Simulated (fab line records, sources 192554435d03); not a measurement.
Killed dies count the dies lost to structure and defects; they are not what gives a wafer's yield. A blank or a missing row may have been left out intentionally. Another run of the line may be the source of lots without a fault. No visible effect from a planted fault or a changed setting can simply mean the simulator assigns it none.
fab line records / flow n5_finfet
record: lots: 12 wafers: 35 last_day: 18
route steps=1938 shown BEOL_M13@1704 BEOL_M14@1737
lots that met no fault: taken from a fault-free run of the same line
start_h: hours from the record's opening day to when the first of the lot's shown wafers began / wait_h: time in hours since the lot's previous step / " same as the row above / L1.1+2: a single row standing in for several wafers / - no value, or no start was given / * or withheld: withheld / < > ~ a bound
route shown NAME@n: NAME is a module with steps in the file, n the number in the route of the first one / usual: mean/standard deviation of fault-free wafers / same: alike in all rows / chamber/n: place in a boat / sites: the reading at each site / _std_site: their standard deviation / _edge_site: inner sites' mean taken away from outer sites' mean / radius_mm: how far each site lies from the wafer's centre / mask NAME#n: copy n / behind: tool/chamber where the wafer was last shaped / hold: why the lot was held/for how many hours/how that ended / device: transistor that didn't switch, given as n, p or np / end of line: the same wafers' tests at the end of the route / a step given without rows: its recipe and nothing more / killed: the dies lost at the first sort to structure and to defects; this is not the yield of the wafer / map: dies across one wafer; x = killed, . = not, _ = none there
set.NAME: the setting the step ran with; set.NAME@STEP: the setting that earlier step ran with / model.NAME: the simulator's own value behind a step, which no gauge read
the route's steps for a sample of lots (tables are steps, rows are wafers)
services: the hour from which a tool's chamber was out of use, counted from the record's first day as start_h (under 0 if before that day), plus the number of hours and why
== steps ==
step: N5_BEOL_M13_PRE_CLEAN_42
recipe: gas: H2/He time_s: 30 temp_c: 250
usual: heater_power_w: 345/43
lot.wafer=L531.2 tool=pvd_sputter-03 chamber=- start_h=253.30 wait_h=0.0 heater_power_w=310
lot.wafer=L531.4 tool=pvd_sputter-03 chamber=- start_h=253.30 wait_h=0.0 heater_power_w=362
lot.wafer=L531.6 tool=pvd_sputter-03 chamber=- start_h=253.30 wait_h=0.0 heater_power_w=353
lot.wafer=L533.1 tool=pvd_sputter-02 chamber=- start_h=262.93 wait_h=0.0 heater_power_w=321
lot.wafer=L533.2 tool=pvd_sputter-02 chamber=- start_h=262.93 wait_h=0.0 heater_power_w=279
lot.wafer=L533.5 tool=pvd_sputter-02 chamber=- start_h=262.93 wait_h=0.0 heater_power_w=433
lot.wafer=L532.2 tool=pvd_sputter-02 chamber=- start_h=263.61 wait_h=0.0 heater_power_w=271
lot.wafer=L532.3 tool=pvd_sputter-02 chamber=- start_h=263.61 wait_h=0.0 heater_power_w=415
lot.wafer=L532.5 tool=pvd_sputter-02 chamber=- start_h=263.61 wait_h=0.0 heater_power_w=317
lot.wafer=L534.2 tool=pvd_sputter-01 chamber=- start_h=292.71 wait_h=0.0 heater_power_w=321
lot.wafer=L534.6 tool=pvd_sputter-01 chamber=- start_h=292.71 wait_h=0.0 heater_power_w=322
lot.wafer=L537.2 tool=pvd_sputter-02 chamber=- start_h=307.45 wait_h=0.0 heater_power_w=428
lot.wafer=L537.4 tool=pvd_sputter-02 chamber=- start_h=307.45 wait_h=0.0 heater_power_w=290
lot.wafer=L537.5 tool=pvd_sputter-02 chamber=- start_h=307.45 wait_h=0.0 heater_power_w=368
lot.wafer=L541.1 tool=pvd_sputter-03 chamber=- start_h=314.37 wait_h=0.0 heater_power_w=366
lot.wafer=L541.2 tool=pvd_sputter-03 chamber=- start_h=314.37 wait_h=0.0 heater_power_w=294
lot.wafer=L541.6 tool=pvd_sputter-03 chamber=- start_h=314.37 wait_h=0.0 heater_power_w=302
lot.wafer=L540.2 tool=pvd_sputter-02 chamber=- start_h=329.78 wait_h=0.0 heater_power_w=426
lot.wafer=L540.4 tool=pvd_sputter-02 chamber=- start_h=329.78 wait_h=0.0 heater_power_w=287
lot.wafer=L540.6 tool=pvd_sputter-02 chamber=- start_h=329.78 wait_h=0.0 heater_power_w=427
lot.wafer=L546.3 tool=pvd_sputter-01 chamber=- start_h=354.86 wait_h=0.0 heater_power_w=363
lot.wafer=L546.4 tool=pvd_sputter-01 chamber=- start_h=354.86 wait_h=0.0 heater_power_w=330
lot.wafer=L546.5 tool=pvd_sputter-01 chamber=- start_h=354.86 wait_h=0.0 heater_power_w=380
lot.wafer=L547.1 tool=pvd_sputter-01 chamber=- start_h=360.33 wait_h=0.0 heater_power_w=364
lot.wafer=L547.2 tool=pvd_sputter-01 chamber=- start_h=360.33 wait_h=0.0 heater_power_w=321
lot.wafer=L547.3 tool=pvd_sputter-01 chamber=- start_h=360.33 wait_h=0.0 heater_power_w=333
lot.wafer=L549.2 tool=pvd_sputter-01 chamber=- start_h=371.51 wait_h=0.0 heater_power_w=334
lot.wafer=L549.3 tool=pvd_sputter-01 chamber=- start_h=371.51 wait_h=0.0 heater_power_w=318
lot.wafer=L549.4 tool=pvd_sputter-01 chamber=- start_h=371.51 wait_h=0.0 heater_power_w=360
lot.wafer=L553.2 tool=pvd_sputter-02 chamber=- start_h=389.77 wait_h=0.0 heater_power_w=318
lot.wafer=L553.4 tool=pvd_sputter-02 chamber=- start_h=389.77 wait_h=0.0 heater_power_w=424
lot.wafer=L553.5 tool=pvd_sputter-02 chamber=- start_h=389.77 wait_h=0.0 heater_power_w=372
lot.wafer=L552.1 tool=pvd_sputter-02 chamber=- start_h=395.24 wait_h=0.0 heater_power_w=369
lot.wafer=L552.2 tool=pvd_sputter-02 chamber=- start_h=395.24 wait_h=0.0 heater_power_w=433
lot.wafer=L552.4 tool=pvd_sputter-02 chamber=- start_h=395.24 wait_h=0.0 heater_power_w=275
step: N5_BEOL_M13_SPUTTER_43
recipe: material: TaN target_thk_a: 150 temp_c: 50 bias_v: 168.6 power_w: 15000 chamber_pressure_pa: 0.12 time_s: 24.19
usual: throttle_valve_pct: 29.6/1.2
lot.wafer=L531.2 tool=pvd_sputter-03 chamber=- start_h=253.34 wait_h=0.0 throttle_valve_pct=30.8
lot.wafer=L531.4 tool=pvd_sputter-03 chamber=- start_h=253.34 wait_h=0.0 throttle_valve_pct=30.4
lot.wafer=L531.6 tool=pvd_sputter-03 chamber=- start_h=253.34 wait_h=0.0 throttle_valve_pct=30.5
lot.wafer=L533.1 tool=pvd_sputter-02 chamber=- start_h=262.97 wait_h=0.0 throttle_valve_pct=30.9
lot.wafer=L533.2 tool=pvd_sputter-02 chamber=- start_h=262.97 wait_h=0.0 throttle_valve_pct=29.2
lot.wafer=L533.5 tool=pvd_sputter-02 chamber=- start_h=262.97 wait_h=0.0 throttle_valve_pct=27.9
lot.wafer=L532.2 tool=pvd_sputter-02 chamber=- start_h=263.65 wait_h=0.0 throttle_valve_pct=29.0
lot.wafer=L532.3 tool=pvd_sputter-02 chamber=- start_h=263.65 wait_h=0.0 throttle_valve_pct=28.0
lot.wafer=L532.5 tool=pvd_sputter-02 chamber=- start_h=263.65 wait_h=0.0 throttle_valve_pct=31.1
lot.wafer=L534.2 tool=pvd_sputter-01 chamber=- start_h=292.75 wait_h=0.0 throttle_valve_pct=29.6
lot.wafer=L534.6 tool=pvd_sputter-01 chamber=- start_h=292.75 wait_h=0.0 throttle_valve_pct=29.9
lot.wafer=L537.2 tool=pvd_sputter-02 chamber=- start_h=307.49 wait_h=0.0 throttle_valve_pct=27.9
lot.wafer=L537.4 tool=pvd_sputter-02 chamber=- start_h=307.49 wait_h=0.0 throttle_valve_pct=28.9
lot.wafer=L537.5 tool=pvd_sputter-02 chamber=- start_h=307.49 wait_h=0.0 throttle_valve_pct=31.2
lot.wafer=L541.1 tool=pvd_sputter-03 chamber=- start_h=314.41 wait_h=0.0 throttle_valve_pct=30.2
lot.wafer=L541.2 tool=pvd_sputter-03 chamber=- start_h=314.41 wait_h=0.0 throttle_valve_pct=28.2
lot.wafer=L541.6 tool=pvd_sputter-03 chamber=- start_h=314.41 wait_h=0.0 throttle_valve_pct=28.1
lot.wafer=L540.2 tool=pvd_sputter-02 chamber=- start_h=329.82 wait_h=0.0 throttle_valve_pct=28.1
lot.wafer=L540.4 tool=pvd_sputter-02 chamber=- start_h=329.82 wait_h=0.0 throttle_valve_pct=28.8
lot.wafer=L540.6 tool=pvd_sputter-02 chamber=- start_h=329.82 wait_h=0.0 throttle_valve_pct=28.1
lot.wafer=L546.3 tool=pvd_sputter-01 chamber=- start_h=354.90 wait_h=0.0 throttle_valve_pct=28.6
lot.wafer=L546.4 tool=pvd_sputter-01 chamber=- start_h=354.90 wait_h=0.0 throttle_valve_pct=29.8
lot.wafer=L546.5 tool=pvd_sputter-01 chamber=- start_h=354.90 wait_h=0.0 throttle_valve_pct=31.0
lot.wafer=L547.1 tool=pvd_sputter-01 chamber=- start_h=360.37 wait_h=0.0 throttle_valve_pct=28.2
lot.wafer=L547.2 tool=pvd_sputter-01 chamber=- start_h=360.37 wait_h=0.0 throttle_valve_pct=29.8
lot.wafer=L547.3 tool=pvd_sputter-01 chamber=- start_h=360.37 wait_h=0.0 throttle_valve_pct=28.0
lot.wafer=L549.2 tool=pvd_sputter-01 chamber=- start_h=371.55 wait_h=0.0 throttle_valve_pct=27.9
lot.wafer=L549.3 tool=pvd_sputter-01 chamber=- start_h=371.55 wait_h=0.0 throttle_valve_pct=29.9
lot.wafer=L549.4 tool=pvd_sputter-01 chamber=- start_h=371.55 wait_h=0.0 throttle_valve_pct=28.4
lot.wafer=L553.2 tool=pvd_sputter-02 chamber=- start_h=389.81 wait_h=0.0 throttle_valve_pct=31.0
lot.wafer=L553.4 tool=pvd_sputter-02 chamber=- start_h=389.81 wait_h=0.0 throttle_valve_pct=28.0
lot.wafer=L553.5 tool=pvd_sputter-02 chamber=- start_h=389.81 wait_h=0.0 throttle_valve_pct=31.4
lot.wafer=L552.1 tool=pvd_sputter-02 chamber=- start_h=395.28 wait_h=0.0 throttle_valve_pct=31.3
lot.wafer=L552.2 tool=pvd_sputter-02 chamber=- start_h=395.28 wait_h=0.0 throttle_valve_pct=28.1
lot.wafer=L552.4 tool=pvd_sputter-02 chamber=- start_h=395.28 wait_h=0.0 throttle_valve_pct=29.1
step: N5_BEOL_M13_RS_MEAS_54
recipe: thk_meas_gauge: four-point-probe reads: Cu_of_BEOL_M13_ECD_47+Ta_of_BEOL_M13_SPUTTER_44+TaN_of_BEOL_M13_SPUTTER_43
usual: M13_RS: 0.0448/0.001
lot.wafer=L531.2 tool=film_metro-01 chamber=- start_h=254.77 wait_h=0.1 M13_RS[ohm/sq]=0.0450
lot.wafer=L531.4 tool=film_metro-01 chamber=- start_h=254.77 wait_h=0.1 M13_RS[ohm/sq]=0.0436
lot.wafer=L531.6 tool=film_metro-01 chamber=- start_h=254.77 wait_h=0.1 M13_RS[ohm/sq]=0.0435
lot.wafer=L533.1 tool=film_metro-01 chamber=- start_h=264.13 wait_h=0.0 M13_RS[ohm/sq]=0.0458
lot.wafer=L533.2 tool=film_metro-01 chamber=- start_h=264.13 wait_h=0.0 M13_RS[ohm/sq]=0.0450
lot.wafer=L533.5 tool=film_metro-01 chamber=- start_h=264.13 wait_h=0.0 M13_RS[ohm/sq]=0.0464
lot.wafer=L532.2 tool=film_metro-01 chamber=- start_h=265.20 wait_h=0.1 M13_RS[ohm/sq]=0.0459
lot.wafer=L532.3 tool=film_metro-01 chamber=- start_h=265.20 wait_h=0.1 M13_RS[ohm/sq]=0.0461
lot.wafer=L532.5 tool=film_metro-01 chamber=- start_h=265.20 wait_h=0.1 M13_RS[ohm/sq]=0.0458
lot.wafer=L534.2 tool=film_metro-01 chamber=- start_h=293.92 wait_h=0.1 M13_RS[ohm/sq]=0.0453
lot.wafer=L534.6 tool=film_metro-01 chamber=- start_h=293.92 wait_h=0.1 M13_RS[ohm/sq]=0.0452
lot.wafer=L537.2 tool=film_metro-02 chamber=- start_h=308.67 wait_h=0.1 M13_RS[ohm/sq]=0.0441
lot.wafer=L537.4 tool=film_metro-02 chamber=- start_h=308.67 wait_h=0.1 M13_RS[ohm/sq]=0.0432
lot.wafer=L537.5 tool=film_metro-02 chamber=- start_h=308.67 wait_h=0.1 M13_RS[ohm/sq]=0.0440
lot.wafer=L541.1 tool=film_metro-01 chamber=- start_h=315.57 wait_h=0.0 M13_RS[ohm/sq]=0.0464
lot.wafer=L541.2 tool=film_metro-01 chamber=- start_h=315.57 wait_h=0.0 M13_RS[ohm/sq]=0.0453
lot.wafer=L541.6 tool=film_metro-01 chamber=- start_h=315.57 wait_h=0.0 M13_RS[ohm/sq]=0.0460
lot.wafer=L540.2 tool=film_metro-02 chamber=- start_h=331.01 wait_h=0.1 M13_RS[ohm/sq]=0.0436
lot.wafer=L540.4 tool=film_metro-02 chamber=- start_h=331.01 wait_h=0.1 M13_RS[ohm/sq]=0.0434
lot.wafer=L540.6 tool=film_metro-02 chamber=- start_h=331.01 wait_h=0.1 M13_RS[ohm/sq]=0.0449
lot.wafer=L546.3 tool=film_metro-02 chamber=- start_h=356.10 wait_h=0.1 M13_RS[ohm/sq]=0.0455
lot.wafer=L546.4 tool=film_metro-02 chamber=- start_h=356.10 wait_h=0.1 M13_RS[ohm/sq]=0.0469
lot.wafer=L546.5 tool=film_metro-02 chamber=- start_h=356.10 wait_h=0.1 M13_RS[ohm/sq]=0.0454
lot.wafer=L547.1 tool=film_metro-01 chamber=- start_h=361.57 wait_h=0.0 M13_RS[ohm/sq]=0.0447
lot.wafer=L547.2 tool=film_metro-01 chamber=- start_h=361.57 wait_h=0.0 M13_RS[ohm/sq]=0.0452
lot.wafer=L547.3 tool=film_metro-01 chamber=- start_h=361.57 wait_h=0.0 M13_RS[ohm/sq]=0.0464
lot.wafer=L549.2 tool=film_metro-02 chamber=- start_h=372.77 wait_h=0.1 M13_RS[ohm/sq]=0.0438
lot.wafer=L549.3 tool=film_metro-02 chamber=- start_h=372.77 wait_h=0.1 M13_RS[ohm/sq]=0.0441
lot.wafer=L549.4 tool=film_metro-02 chamber=- start_h=372.77 wait_h=0.1 M13_RS[ohm/sq]=0.0438
lot.wafer=L553.2 tool=film_metro-02 chamber=- start_h=391.15 wait_h=0.1 M13_RS[ohm/sq]=0.0456
lot.wafer=L553.4 tool=film_metro-02 chamber=- start_h=391.15 wait_h=0.1 M13_RS[ohm/sq]=0.0437
lot.wafer=L553.5 tool=film_metro-02 chamber=- start_h=391.15 wait_h=0.1 M13_RS[ohm/sq]=0.0436
lot.wafer=L552.1 tool=film_metro-02 chamber=- start_h=396.78 wait_h=0.1 M13_RS[ohm/sq]=0.0439
lot.wafer=L552.2 tool=film_metro-02 chamber=- start_h=396.78 wait_h=0.1 M13_RS[ohm/sq]=0.0448
lot.wafer=L552.4 tool=film_metro-02 chamber=- start_h=396.78 wait_h=0.1 M13_RS[ohm/sq]=0.0438
step: N5_BEOL_M14_COAT_65
recipe: resist: SOC temp_c: 250 time_s: 60 spin_rpm: 1500 resist_thk_nm: 450
usual: chill_plate_temp_C: 22.99/0.1 heater_power_total_W: 500.5/1.8 plate_temp_C: 249.99/0.14
lot.wafer=L531.2 tool=litho_track-05 chamber=0 start_h=255.89 wait_h=0.0 chill_plate_temp_C=23.06 heater_power_total_W=500.5 plate_temp_C=250.15
lot.wafer=L531.4 tool=litho_track-05 chamber=0 start_h=255.89 wait_h=0.0 chill_plate_temp_C=23.03 heater_power_total_W=500.3 plate_temp_C=250.01
lot.wafer=L531.6 tool=litho_track-05 chamber=0 start_h=255.89 wait_h=0.0 chill_plate_temp_C=23.08 heater_power_total_W=500.2 plate_temp_C=249.85
lot.wafer=L533.1 tool=litho_track-02 chamber=0 start_h=265.38 wait_h=0.0 chill_plate_temp_C=23.07 heater_power_total_W=502.5 plate_temp_C=250.07
lot.wafer=L533.2 tool=litho_track-02 chamber=0 start_h=265.38 wait_h=0.0 chill_plate_temp_C=23.19 heater_power_total_W=498.8 plate_temp_C=249.82
lot.wafer=L533.5 tool=litho_track-02 chamber=0 start_h=265.38 wait_h=0.0 chill_plate_temp_C=23.03 heater_power_total_W=501.9 plate_temp_C=249.86
lot.wafer=L532.2 tool=litho_track-02 chamber=0 start_h=266.33 wait_h=0.0 chill_plate_temp_C=22.94 heater_power_total_W=503.2 plate_temp_C=250.16
lot.wafer=L532.3 tool=litho_track-02 chamber=0 start_h=266.33 wait_h=0.0 chill_plate_temp_C=23.03 heater_power_total_W=498.7 plate_temp_C=249.83
lot.wafer=L532.5 tool=litho_track-02 chamber=0 start_h=266.33 wait_h=0.0 chill_plate_temp_C=23.11 heater_power_total_W=499.1 plate_temp_C=249.91
lot.wafer=L534.2 tool=litho_track-02 chamber=0 start_h=295.04 wait_h=0.0 chill_plate_temp_C=22.83 heater_power_total_W=498.6 plate_temp_C=250.16
lot.wafer=L534.6 tool=litho_track-02 chamber=0 start_h=295.04 wait_h=0.0 chill_plate_temp_C=22.94 heater_power_total_W=502.6 plate_temp_C=249.76
lot.wafer=L537.2 tool=litho_track-05 chamber=0 start_h=309.78 wait_h=0.0 chill_plate_temp_C=22.87 heater_power_total_W=500.6 plate_temp_C=249.68
lot.wafer=L537.4 tool=litho_track-05 chamber=0 start_h=309.78 wait_h=0.0 chill_plate_temp_C=22.97 heater_power_total_W=500.9 plate_temp_C=249.65
lot.wafer=L537.5 tool=litho_track-05 chamber=0 start_h=309.78 wait_h=0.0 chill_plate_temp_C=22.99 heater_power_total_W=497.5 plate_temp_C=249.84
lot.wafer=L541.1 tool=litho_track-02 chamber=0 start_h=316.69 wait_h=0.0 chill_plate_temp_C=23.03 heater_power_total_W=501.6 plate_temp_C=249.81
lot.wafer=L541.2 tool=litho_track-02 chamber=0 start_h=316.69 wait_h=0.0 chill_plate_temp_C=23.01 heater_power_total_W=500.9 plate_temp_C=250.08
lot.wafer=L541.6 tool=litho_track-02 chamber=0 start_h=316.69 wait_h=0.0 chill_plate_temp_C=22.89 heater_power_total_W=501.8 plate_temp_C=249.97
lot.wafer=L540.2 tool=litho_track-04 chamber=0 start_h=332.99 wait_h=0.0 chill_plate_temp_C=22.96 heater_power_total_W=501.4 plate_temp_C=250.28
lot.wafer=L540.4 tool=litho_track-04 chamber=0 start_h=332.99 wait_h=0.0 chill_plate_temp_C=23.05 heater_power_total_W=503.3 plate_temp_C=249.97
lot.wafer=L540.6 tool=litho_track-04 chamber=0 start_h=332.99 wait_h=0.0 chill_plate_temp_C=23.14 heater_power_total_W=500.5 plate_temp_C=249.98
lot.wafer=L546.3 tool=litho_track-02 chamber=0 start_h=357.34 wait_h=0.0 chill_plate_temp_C=23.10 heater_power_total_W=817.4 plate_temp_C=262.35
lot.wafer=L546.4 tool=litho_track-02 chamber=0 start_h=357.34 wait_h=0.0 chill_plate_temp_C=23.08 heater_power_total_W=815.8 plate_temp_C=262.26
lot.wafer=L546.5 tool=litho_track-02 chamber=0 start_h=357.34 wait_h=0.0 chill_plate_temp_C=22.87 heater_power_total_W=816.3 plate_temp_C=262.65
lot.wafer=L547.1 tool=litho_track-02 chamber=0 start_h=362.81 wait_h=0.0 chill_plate_temp_C=22.84 heater_power_total_W=817.6 plate_temp_C=262.35
lot.wafer=L547.2 tool=litho_track-02 chamber=0 start_h=362.81 wait_h=0.0 chill_plate_temp_C=23.01 heater_power_total_W=815.6 plate_temp_C=262.55
lot.wafer=L547.3 tool=litho_track-02 chamber=0 start_h=362.81 wait_h=0.0 chill_plate_temp_C=22.79 heater_power_total_W=816.2 plate_temp_C=262.41
lot.wafer=L549.2 tool=litho_track-05 chamber=0 start_h=374.01 wait_h=0.0 chill_plate_temp_C=22.83 heater_power_total_W=502.6 plate_temp_C=250.04
lot.wafer=L549.3 tool=litho_track-05 chamber=0 start_h=374.01 wait_h=0.0 chill_plate_temp_C=22.85 heater_power_total_W=497.4 plate_temp_C=249.97
lot.wafer=L549.4 tool=litho_track-05 chamber=0 start_h=374.01 wait_h=0.0 chill_plate_temp_C=22.82 heater_power_total_W=501.5 plate_temp_C=250.00
lot.wafer=L553.2 tool=litho_track-04 chamber=0 start_h=392.29 wait_h=0.0 chill_plate_temp_C=22.94 heater_power_total_W=497.6 plate_temp_C=249.88
lot.wafer=L553.4 tool=litho_track-04 chamber=0 start_h=392.29 wait_h=0.0 chill_plate_temp_C=23.17 heater_power_total_W=497.3 plate_temp_C=250.08
lot.wafer=L553.5 tool=litho_track-04 chamber=0 start_h=392.29 wait_h=0.0 chill_plate_temp_C=23.07 heater_power_total_W=501.0 plate_temp_C=249.83
lot.wafer=L552.1 tool=litho_track-05 chamber=0 start_h=397.98 wait_h=0.0 chill_plate_temp_C=22.99 heater_power_total_W=497.9 plate_temp_C=249.92
lot.wafer=L552.2 tool=litho_track-05 chamber=0 start_h=397.98 wait_h=0.0 chill_plate_temp_C=23.10 heater_power_total_W=500.6 plate_temp_C=250.06
lot.wafer=L552.4 tool=litho_track-05 chamber=0 start_h=397.98 wait_h=0.0 chill_plate_temp_C=23.03 heater_power_total_W=499.9 plate_temp_C=250.09
== services ==
tool=pvd_sputter-02 chamber=- start_h=288.76 hours=8.9 kind=repair
tool=pvd_sputter-01 chamber=- start_h=326.48 hours=1.0 kind=repair
tool=pvd_sputter-01 chamber=- start_h=367.91 hours=3.0 kind=repair
== key ==
first_sign: step: N5_BEOL_M14_COAT_65 reading: heater_power_total_W direction: up sigmas: 99+ usual: * struck: *
effect: step: N5_BEOL_M14_COAT_65 reading: plate_temp_C direction: up sigmas: 89 usual: * struck: *
met_at N5_BEOL_M14_COAT_65
struck_lots L546,L547
not_acting_at N5_BEOL_M13_PRE_CLEAN_42,N5_BEOL_M13_SPUTTER_43,N5_BEOL_M13_RS_MEAS_54
onset_between 316.69 357.34
fault: kind: process_parameter_drift tool: litho_track-02 chamber: - onset_h: 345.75 steps: N5_BEOL_M14_COAT_65 channel: temp_c offset: * shape: step end_h: 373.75 acts_in: * stated: *
